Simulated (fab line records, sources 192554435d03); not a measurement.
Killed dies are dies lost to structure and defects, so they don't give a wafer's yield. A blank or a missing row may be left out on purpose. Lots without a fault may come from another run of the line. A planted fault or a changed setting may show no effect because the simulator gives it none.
Which tool did it? | flow n5_finfet | 21 lots, 63 wafers sampled, at 6 steps of a route of 1938

WHAT THE GAUGES READ, wafer by wafer
The record holds no reading of a measuring or inspecting step that can be judged against a usual standard deviation.

WHICH TOOL RAN EACH LOT (tool, then ch and the chambers of the sampled wafers, then the start)
lot  | N5_BEOL_M12_CMP_49            | N5_BEOL_M13_DESCUM_15              | N5_BEOL_M13_VIA_ETCH_16            | N5_BEOL_M14_ILD_DEP_00          | N5_BEOL_M14_ETCH_38                           | N5_BEOL_M14_DEGAS_41
L075 | cmp-02 ch 0,2,3, day 10 22:36 | rie_diel-02 ch 2,3, day 10 23:38   | rie_diel-02 ch 2,3, day 10 23:43   | pecvd-04 ch 0,2, day 11 05:01   | rie_diel-05 ch 0,1, day 11 09:41 or earlier   | pvd_sputter-03, day 11 09:41
L074 | cmp-03 ch 0,2,3, day 11 02:38 | rie_diel-03 ch 2,3, day 11 03:46   | rie_diel-03 ch 2,3, day 11 03:52   | pecvd-01 ch 0,1, day 11 07:18   | rie_diel-01 ch 0,2,3, day 11 11:02 or earlier | pvd_sputter-03, day 11 11:02
L076 | cmp-03 ch 2,3, day 11 08:56   | rie_diel-02 ch 0,3, day 11 09:58   | rie_diel-02 ch 0,3, day 11 10:03   | pecvd-04 ch 0,1, day 11 15:20   | rie_diel-05 ch 0,2,3, day 11 19:48 or earlier | pvd_sputter-02, day 11 19:48
L078 | cmp-04 ch 1,2,3, day 11 11:47 | rie_diel-06 ch 0,1, day 11 12:56   | rie_diel-06 ch 0,1, day 11 13:01   | pecvd-01 ch 0,1, day 11 17:58   | rie_diel-05 ch 1,2,3, day 11 22:43 or earlier | pvd_sputter-02, day 11 22:43
L077 | cmp-03 ch 0,1, day 11 14:49   | rie_diel-06 ch 0,1,3, day 11 16:19 | rie_diel-06 ch 0,1,3, day 11 16:24 | pecvd-04 ch 0,1,2, day 11 21:35 | rie_diel-04 ch 0,3, day 12 01:08 or earlier   | pvd_sputter-01, day 12 01:08
L080 | cmp-03 ch 0,2,3, day 11 20:53 | rie_diel-06 ch 0,1, day 11 22:19   | rie_diel-06 ch 0,1, day 11 22:24   | pecvd-02 ch 0,1,2, day 12 01:40 | rie_diel-04 ch 1,2,3, day 12 07:46 or earlier | pvd_sputter-01, day 12 07:46
L081 | cmp-02 ch 2,3, day 11 23:58   | rie_diel-06 ch 0,1, day 12 01:08   | rie_diel-06 ch 0,1, day 12 01:13   | pecvd-02 ch 1,2, day 12 09:48   | rie_diel-01 ch 2,3, day 12 13:55 or earlier   | pvd_sputter-02, day 12 13:55
L083 | cmp-03 ch 2,3, day 12 18:07   | rie_diel-02 ch 1,2, day 12 19:16   | rie_diel-02 ch 1,2, day 12 19:21   | pecvd-04 ch 0,1, day 12 23:37   | rie_diel-05 ch 0,1,3, day 13 04:08 or earlier | pvd_sputter-03, day 13 04:08
L082 | cmp-03 ch 0,1,3, day 12 19:31 | rie_diel-06 ch 0,1, day 12 20:37   | rie_diel-06 ch 0,1, day 12 20:43   | pecvd-02 ch 0,2, day 13 01:16   | rie_diel-04 ch 0,2,3, day 13 04:33 or earlier | pvd_sputter-02, day 13 04:33
L084 | cmp-04 ch 1,2, day 12 19:53   | rie_diel-06 ch 0,3, day 12 21:02   | rie_diel-06 ch 0,3, day 12 21:08   | pecvd-04 ch 0,1,2, day 13 01:27 | rie_diel-05 ch 0,2, day 13 06:36 or earlier   | pvd_sputter-03, day 13 06:36
L085 | cmp-03 ch 0,2,3, day 13 00:20 | rie_diel-02 ch 0,1, day 13 01:21   | rie_diel-02 ch 0,1, day 13 01:26   | pecvd-04 ch 1,2, day 13 05:14   | rie_diel-04 ch 0,2, day 13 10:13 or earlier   | pvd_sputter-02, day 13 10:13
L086 | cmp-02 ch 1,2, day 13 05:11   | rie_diel-02 ch 1,2,3, day 13 06:13 | rie_diel-02 ch 1,2,3, day 13 06:19 | pecvd-01 ch 0,2, day 13 11:50   | rie_diel-04 ch 0,3, day 13 15:03 or earlier   | pvd_sputter-02, day 13 15:03
L089 | cmp-02 ch 1,2,3, day 13 23:09 | rie_diel-03 ch 0,2,3, day 14 00:19 | rie_diel-03 ch 0,2,3, day 14 00:25 | pecvd-04 ch 0,1,2, day 14 04:18 | rie_diel-05 ch 0,1,3, day 14 11:09 or earlier | pvd_sputter-01, day 14 11:09
L087 | cmp-04 ch 0,1,3, day 14 02:41 | rie_diel-02 ch 0,3, day 14 03:47   | rie_diel-02 ch 0,3, day 14 03:52   | pecvd-04 ch 0,2, day 14 07:08   | rie_diel-01 ch 0,3, day 14 11:16 or earlier   | pvd_sputter-03, day 14 11:16
L090 | cmp-03 ch 1,3, day 14 19:59   | rie_diel-03 ch 0,1,3, day 14 21:05 | rie_diel-03 ch 0,1,3, day 14 21:11 | pecvd-04 ch 0,1, day 15 01:06   | rie_diel-01 ch 0,3, day 15 04:59 or earlier   | pvd_sputter-02, day 15 04:59
L091 | cmp-03 ch 1,2, day 14 20:34   | rie_diel-06 ch 0,1,3, day 14 21:46 | rie_diel-06 ch 0,1,3, day 14 21:50 | pecvd-01 ch 1,2, day 15 02:28   | rie_diel-01 ch 0,2,3, day 15 05:21 or earlier | pvd_sputter-01, day 15 05:21
L093 | cmp-04 ch 1,2,3, day 15 06:19 | rie_diel-06 ch 0,1,2, day 15 07:20 | rie_diel-06 ch 0,1,2, day 15 07:25 | pecvd-01 ch 0,1,2, day 15 11:31 | rie_diel-01 ch 0,1,2, day 15 16:02 or earlier | pvd_sputter-02, day 15 16:02
L095 | cmp-02 ch 0,2,3, day 15 14:19 | rie_diel-02 ch 0,2, day 15 15:15   | rie_diel-02 ch 0,2, day 15 15:20   | pecvd-01 ch 0,1, day 15 23:53   | rie_diel-05 ch 1,2,3, day 16 04:10 or earlier | pvd_sputter-01, day 16 04:10
L094 | cmp-03 ch 2,3, day 15 16:55   | rie_diel-02 ch 0,2, day 15 18:20   | rie_diel-02 ch 0,2, day 15 18:25   | pecvd-01 ch 1,2, day 16 00:40   | rie_diel-01 ch 0,2, day 16 05:56 or earlier   | pvd_sputter-03, day 16 05:56
L096 | cmp-03 ch 2,3, day 16 01:59   | rie_diel-06 ch 2,3, day 16 03:11   | rie_diel-06 ch 2,3, day 16 03:16   | pecvd-01 ch 0,1,2, day 16 07:52 | rie_diel-05 ch 0,1,3, day 16 13:38 or earlier | pvd_sputter-03, day 16 13:38
L097 | cmp-04 ch 2,3, day 16 19:23   | rie_diel-06 ch 1,2,3, day 16 20:32 | rie_diel-06 ch 1,2,3, day 16 20:37 | pecvd-02 ch 0,1, day 17 00:22   | rie_diel-04 ch 1,2,3, day 17 04:07 or earlier | pvd_sputter-03, day 17 04:07
- N5_BEOL_M12_CMP_49: polishes, stops on SiOC, t overpolish 20.6 s, target thk 320 nm.
- N5_BEOL_M13_DESCUM_15: chemistry O2, time 7.9 s.
- N5_BEOL_M13_VIA_ETCH_16: etches SiOC in C4F8/O2/Ar, target depth 921.7 nm.
- N5_BEOL_M14_ILD_DEP_00: deposits SiO2 from TEOS/O2, target thk 1119.3 nm, time 237.4 s.
- N5_BEOL_M14_ETCH_38: etches SiCN in CF4/N2, target depth 106.5 nm, time 120.6 s.
- N5_BEOL_M14_DEGAS_41: time 60 s.

WHAT THE TOOLS THEMSELVES READ (means of the sampled wafers that have a number; where no wafer has one, the mark that the record gives instead)
N5_BEOL_M12_CMP_49.
lot  | tool   | barrier_field_endpoint_s (s) | motor_current_A (A) | overpolish_run_s (s) | slurry_filter_dp_kPa (kPa)
L075 | cmp-02 | 32.4                         | 5.4                 | 20.603               | 13.54
L074 | cmp-03 | 30.5                         | 6.6                 | 20.590               | 13.55
L076 | cmp-03 | 30.9                         | 6.8                 | 20.599               | 13.43
L078 | cmp-04 | 30.9                         | 6.4                 | 20.604               | 13.69
L077 | cmp-03 | 31.2                         | 6.3                 | 20.591               | 13.52
L080 | cmp-03 | 30.4                         | 6.8                 | 20.602               | 13.42
L081 | cmp-02 | 32.5                         | 5.7                 | 20.604               | 13.59
L083 | cmp-03 | 31.0                         | 6.9                 | 20.595               | 13.51
L082 | cmp-03 | 30.6                         | 6.7                 | 20.606               | 13.48
L084 | cmp-04 | 30.6                         | 6.4                 | 20.602               | 13.31
L085 | cmp-03 | 30.8                         | 6.7                 | 20.605               | 13.63
L086 | cmp-02 | 31.9                         | 6.3                 | 20.604               | 13.52
L089 | cmp-02 | 31.1                         | 5.9                 | 20.600               | 13.66
L087 | cmp-04 | 30.4                         | 6.3                 | 20.599               | 13.56
L090 | cmp-03 | 30.8                         | 6.6                 | 20.598               | 13.44
L091 | cmp-03 | 28.7                         | 6.4                 | 20.603               | 13.58
L093 | cmp-04 | 30.0                         | 6.3                 | 20.594               | 13.50
L095 | cmp-02 | 30.7                         | 5.4                 | 20.595               | 13.63
L094 | cmp-03 | 29.9                         | 6.7                 | 20.603               | 13.53
L096 | cmp-03 | 28.7                         | 6.7                 | 20.607               | 13.50
L097 | cmp-04 | 28.7                         | 7.1                 | 20.593               | 13.44

N5_BEOL_M13_DESCUM_15.
lot  | tool        | drypump_motor_current_A (A) | oes_product_au (a.u.) | rf_fwd_power_W (W) | rf_vpp_V (V) | showerhead_plenum_p_Torr (Torr) | throttle_valve_pct (%)
L075 | rie_diel-02 | 5.8                         | 0.86                  | 49.52              | 241.8        | 2.06                            | 20.33
L074 | rie_diel-03 | 6.1                         | 0.73                  | 49.47              | 241.0        | 1.99                            | 20.61
L076 | rie_diel-02 | 5.9                         | 0.86                  | 49.14              | 243.4        | 2.06                            | 20.31
L078 | rie_diel-06 | 5.9                         | 0.72                  | 49.28              | 242.6        | 2.03                            | 20.61
L077 | rie_diel-06 | 5.5                         | 0.76                  | 49.21              | 242.7        | 2.08                            | 20.49
L080 | rie_diel-06 | 5.6                         | 0.75                  | 49.40              | 243.9        | 2.10                            | 20.42
L081 | rie_diel-06 | 5.9                         | 0.71                  | 49.35              | 242.6        | 2.03                            | 20.62
L083 | rie_diel-02 | 5.5                         | 0.90                  | 49.58              | 243.0        | 2.05                            | 20.51
L082 | rie_diel-06 | 5.7                         | 0.74                  | 49.37              | 243.3        | 2.10                            | 20.44
L084 | rie_diel-06 | 5.3                         | 0.76                  | 49.25              | 242.2        | 2.05                            | 20.61
L085 | rie_diel-02 | 5.6                         | 0.79                  | 49.04              | 240.2        | 1.97                            | 20.71
L086 | rie_diel-02 | 5.7                         | 0.88                  | 49.48              | 242.1        | 2.07                            | 20.36
L089 | rie_diel-03 | 5.9                         | 0.82                  | 49.58              | 244.1        | 2.14                            | 20.43
L087 | rie_diel-02 | 5.9                         | 0.83                  | 49.29              | 242.9        | 2.05                            | 20.33
L090 | rie_diel-03 | 5.8                         | 0.81                  | 49.75              | 245.1        | 2.20                            | 20.29
L091 | rie_diel-06 | 5.5                         | 0.83                  | 49.32              | 243.9        | 2.16                            | 20.41
L093 | rie_diel-06 | 5.5                         | 0.87                  | 49.42              | 243.9        | 2.15                            | 20.36
L095 | rie_diel-02 | 5.7                         | 0.76                  | 49.31              | 241.5        | 1.98                            | 20.62
L094 | rie_diel-02 | 5.6                         | 0.75                  | 49.31              | 239.8        | 1.98                            | 20.62
L096 | rie_diel-06 | 4.7                         | 0.82                  | 49.20              | 243.3        | 2.08                            | 20.46
L097 | rie_diel-06 | 4.9                         | 0.80                  | 49.32              | 243.2        | 2.10                            | 20.38

N5_BEOL_M13_VIA_ETCH_16.
lot  | tool        | drypump_motor_current_A (A) | oes_product_au (a.u.) | rf_fwd_power_W (W) | rf_vpp_V (V) | showerhead_plenum_p_Torr (Torr) | throttle_valve_pct (%)
L075 | rie_diel-02 | 5.8                         | 0.78                  | 2999               | 663          | 3.39                            | 24.18
L074 | rie_diel-03 | 6.0                         | 0.65                  | 2993               | 661          | 3.24                            | 24.15
L076 | rie_diel-02 | 5.9                         | 0.78                  | 2992               | 665          | 3.42                            | 24.33
L078 | rie_diel-06 | 5.9                         | 0.65                  | 2996               | 663          | 3.35                            | 24.47
L077 | rie_diel-06 | 5.5                         | 0.69                  | 2986               | 666          | 3.40                            | 24.29
L080 | rie_diel-06 | 5.7                         | 0.67                  | 2994               | 666          | 3.47                            | 24.33
L081 | rie_diel-06 | 5.9                         | 0.65                  | 2999               | 663          | 3.35                            | 24.48
L083 | rie_diel-02 | 5.5                         | 0.81                  | 2990               | 663          | 3.35                            | 24.30
L082 | rie_diel-06 | 5.7                         | 0.66                  | 2993               | 666          | 3.46                            | 24.34
L084 | rie_diel-06 | 5.3                         | 0.68                  | 2990               | 664          | 3.33                            | 24.27
L085 | rie_diel-02 | 5.6                         | 0.71                  | 2995               | 660          | 3.24                            | 24.51
L086 | rie_diel-02 | 5.7                         | 0.79                  | 3000               | 665          | 3.40                            | 24.25
L089 | rie_diel-03 | 5.9                         | 0.73                  | 2994               | 667          | 3.47                            | 24.07
L087 | rie_diel-02 | 5.9                         | 0.76                  | 2993               | 665          | 3.41                            | 24.35
L090 | rie_diel-03 | 5.8                         | 0.72                  | 2987               | 669          | 3.56                            | 23.96
L091 | rie_diel-06 | 5.5                         | 0.75                  | 2990               | 670          | 3.53                            | 24.21
L093 | rie_diel-06 | 5.5                         | 0.79                  | 2985               | 668          | 3.52                            | 24.27
L095 | rie_diel-02 | 5.7                         | 0.69                  | 2991               | 661          | 3.25                            | 24.37
L094 | rie_diel-02 | 5.7                         | 0.68                  | 3000               | 661          | 3.25                            | 24.37
L096 | rie_diel-06 | 4.7                         | 0.74                  | 2994               | 665          | 3.37                            | 24.16
L097 | rie_diel-06 | 4.9                         | 0.73                  | 2978               | 666          | 3.44                            | 24.20

N5_BEOL_M14_ILD_DEP_00.
lot  | tool     | heater_power_w (W) | rf_fwd_power_W (W) | showerhead_plenum_p_Torr (Torr) | throttle_valve_pct (%)
L075 | pecvd-04 | 461                | 896.5              | 8.321                           | 19.3
L074 | pecvd-01 | 529                | 899.3              | 8.368                           | 19.9
L076 | pecvd-04 | 546                | 900.1              | 8.348                           | 19.0
L078 | pecvd-01 | 575                | 897.4              | 8.351                           | 19.4
L077 | pecvd-04 | 490                | 897.7              | 8.331                           | 19.1
L080 | pecvd-02 | 580                | 895.0              | 8.323                           | 18.5
L081 | pecvd-02 | 552                | 897.6              | 8.297                           | 17.7
L083 | pecvd-04 | 522                | 895.3              | 8.354                           | 19.0
L082 | pecvd-02 | 605                | 897.7              | 8.346                           | 18.7
L084 | pecvd-04 | 549                | 896.7              | 8.334                           | 19.1
L085 | pecvd-04 | 564                | 896.6              | 8.343                           | 18.8
L086 | pecvd-01 | 492                | 898.3              | 8.354                           | 19.3
L089 | pecvd-04 | 536                | 895.0              | 8.337                           | 19.2
L087 | pecvd-04 | 453                | 898.6              | 8.304                           | 19.3
L090 | pecvd-04 | 500                | 896.1              | 8.342                           | 19.0
L091 | pecvd-01 | 479                | 901.3              | 8.356                           | 18.9
L093 | pecvd-01 | 536                | 899.2              | 8.357                           | 19.4
L095 | pecvd-01 | 562                | 896.0              | 8.354                           | 19.7
L094 | pecvd-01 | 537                | 897.9              | 8.358                           | 19.0
L096 | pecvd-01 | 519                | 899.7              | 8.359                           | 19.3
L097 | pecvd-02 | 607                | 898.7              | 8.349                           | 19.5

N5_BEOL_M14_ETCH_38.
lot  | tool        | drypump_motor_current_A (A) | oes_product_au (a.u.) | rf_fwd_power_W (W) | rf_vpp_V (V) | showerhead_plenum_p_Torr (Torr) | throttle_valve_pct (%)
L075 | rie_diel-05 | 5.6                         | 0.83                  | 428.6              | 381.2        | 2.14                            | 15.36
L074 | rie_diel-01 | 5.9                         | 0.76                  | 428.7              | 383.2        | 2.26                            | 15.63
L076 | rie_diel-05 | 5.6                         | 0.79                  | 428.5              | 381.2        | 2.17                            | 15.56
L078 | rie_diel-05 | 5.8                         | 0.78                  | 428.9              | 380.9        | 2.16                            | 15.55
L077 | rie_diel-04 | 5.9                         | 0.79                  | 429.3              | 379.5        | 2.13                            | 15.36
L080 | rie_diel-04 | 5.6                         | 0.86                  | 427.6              | 382.2        | 2.18                            | 15.32
L081 | rie_diel-01 | 5.5                         | 0.73                  | 430.0              | 384.2        | 2.27                            | 15.65
L083 | rie_diel-05 | 5.3                         | 0.82                  | 428.6              | 381.2        | 2.15                            | 15.40
L082 | rie_diel-04 | 5.7                         | 0.83                  | 429.3              | 379.7        | 2.14                            | 15.30
L084 | rie_diel-05 | 5.6                         | 0.77                  | 427.9              | 381.1        | 2.16                            | 15.58
L085 | rie_diel-04 | 5.5                         | 0.82                  | 428.6              | 380.2        | 2.14                            | 15.30
L086 | rie_diel-04 | 6.0                         | 0.83                  | 429.3              | 381.2        | 2.14                            | 15.30
L089 | rie_diel-05 | 5.3                         | 0.81                  | 428.5              | 381.1        | 2.14                            | 15.42
L087 | rie_diel-01 | 6.2                         | 0.74                  | 427.5              | 381.6        | 2.22                            | 15.71
L090 | rie_diel-01 | 6.1                         | 0.74                  | 428.8              | 382.0        | 2.22                            | 15.71
L091 | rie_diel-01 | 5.9                         | 0.73                  | 428.0              | 383.4        | 2.24                            | 15.70
L093 | rie_diel-01 | 5.8                         | 0.78                  | 430.1              | 382.6        | 2.22                            | 15.65
L095 | rie_diel-05 | 5.8                         | 0.75                  | 429.7              | 382.0        | 2.15                            | 15.63
L094 | rie_diel-01 | 6.0                         | 0.71                  | 428.0              | 381.8        | 2.24                            | 15.73
L096 | rie_diel-05 | 5.3                         | 0.79                  | 428.8              | 381.1        | 2.14                            | 15.46
L097 | rie_diel-04 | 5.6                         | 0.81                  | 428.8              | 381.2        | 2.17                            | 15.40

N5_BEOL_M14_DEGAS_41.
lot  | tool           | heater_power_w (W)
L075 | pvd_sputter-03 | 515
L074 | pvd_sputter-03 | 488
L076 | pvd_sputter-02 | 433
L078 | pvd_sputter-02 | 462
L077 | pvd_sputter-01 | 520
L080 | pvd_sputter-01 | 476
L081 | pvd_sputter-02 | 453
L083 | pvd_sputter-03 | 479
L082 | pvd_sputter-02 | 433
L084 | pvd_sputter-03 | 479
L085 | pvd_sputter-02 | 460
L086 | pvd_sputter-02 | 442
L089 | pvd_sputter-01 | 495
L087 | pvd_sputter-03 | 481
L090 | pvd_sputter-02 | 437
L091 | pvd_sputter-01 | 500
L093 | pvd_sputter-02 | 432
L095 | pvd_sputter-01 | 459
L094 | pvd_sputter-03 | 531
L096 | pvd_sputter-03 | 533
L097 | pvd_sputter-03 | 494

THE ANSWER, worked out from the rows above alone
Rule: what is usual is taken from the lots themselves. Put in order of their means at a reading, lots are off if they are a third of the lots or fewer, leave a main group of 4 or more, and stand apart from it by a gap of 3 or more times the standard deviation of the main group's means; of several such gaps the widest counts. A main group whose means are all the same, to the digits that the tables above print for the reading, isn't used. A lot without any number at a reading at which 4 lots or more have one is off too. The other lots that the step has rows for count as sound. The gauges are gone through in route order, then the tools' own readings, and for those a lot's mean is taken as printed above. The first step at which some lot is off is used, and at that step the reading that is off furthest; a lot without a number counts as furthest.
No lot is off at any reading shown: from this, nothing can be told.

WHAT THE SIMULATOR HAD PUT IN
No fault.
